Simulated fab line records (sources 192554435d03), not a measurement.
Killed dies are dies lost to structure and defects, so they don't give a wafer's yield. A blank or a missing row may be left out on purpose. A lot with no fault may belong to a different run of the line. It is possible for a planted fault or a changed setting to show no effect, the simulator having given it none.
Matching of chambers	flow n5-finfet	rie-diel-04 running N5_BEOL_M5_STRIP_19: 4 sister chambers
The step strips in O2. 24 wafers are shown with their chamber, then 12 later ones without.

WAFERS WITH THEIR CHAMBER
wafer	chamber	drypump-motor-current-A (A)	throttle-valve-pct (%)	showerhead-plenum-p-Torr (Torr)
L074.2	1	6.2	17.0	2.00
L074.4	3	5.0	16.0	2.10
L074.5	3	5.0	16.0	2.10
L078.1	1	6.2	17.0	2.00
L078.2	2	4.9	16.7	2.15
L078.6	2	4.9	16.7	2.15
L084.1	3	5.0	16.0	2.10
L084.3	0	5.3	16.3	2.26
L084.6	2	4.9	16.8	2.14
L086.4	0	5.2	16.4	2.25
L086.5	3	5.0	16.0	2.10
L086.6	2	4.9	16.8	2.14
L092.1	2	4.9	16.8	2.14
L092.4	1	6.2	16.7	2.26
L092.5	3	5.0	16.1	2.09
L089.3	2	4.9	16.8	2.14
L089.4	2	4.9	16.8	2.14
L089.6	1	6.2	16.6	2.26
L087.1	1	6.2	16.7	2.26
L087.3	2	4.9	16.8	2.14
L087.5	1	6.2	16.6	2.26
L090.1	3	5.0	16.0	2.09
L090.2	2	4.9	16.8	2.14
L090.3	0	5.3	16.4	2.25

SIGNATURES, as means of the wafers listed above
reading	chamber 0	chamber 1	chamber 2	chamber 3	scatter within a chamber
drypump-motor-current-A	5.267	6.200	4.900	5.000	0.0183
throttle-valve-pct	16.367	16.767	16.778	16.017	0.101
showerhead-plenum-p-Torr	2.2533	2.1733	2.1422	2.0967	0.0673
Rule: a wafer's distance from a chamber is the root of the sum, over the readings, of the square of ((its reading less the chamber's mean) divided by the reading's scatter). If the next closest chamber is less than 2 further off than the closest, the wafer can't be placed; otherwise it belongs to the closest. The scatter: take each reading less its chamber's mean, square it, sum over the shown wafers, divide by the number of wafers less the number of chambers, and take the root.

WAFERS WHOSE CHAMBER IS MISSING
wafer	drypump-motor-current-A (A)	throttle-valve-pct (%)	showerhead-plenum-p-Torr (Torr)
L090.4	6.2	16.7	2.26
L090.5	5.0	16.1	2.09
L090.6	5.3	16.3	2.25
L091.1	5.3	16.4	2.25
L091.3	4.9	16.8	2.14
L091.4	5.0	16.1	2.09
L093.1	5.3	16.4	2.25
L093.4	4.9	16.8	2.13
L093.5	5.0	16.1	2.09
L096.4	6.2	16.7	2.25
L096.5	5.0	16.1	2.08
L096.6	5.3	16.4	2.24

THE CHAMBER EACH PASSED THROUGH
wafer	from the rows above	in truth
L090.4	1	1
L090.5	3	3
L090.6	0	0
L091.1	0	0
L091.3	2	2
L091.4	3	3
L093.1	0	0
L093.4	2	2
L093.5	3	3
L096.4	1	1
L096.5	3	3
L096.6	0	0
12 of 12 placed correctly. From these rows, 0 cannot be placed. Placed wrongly: 0.
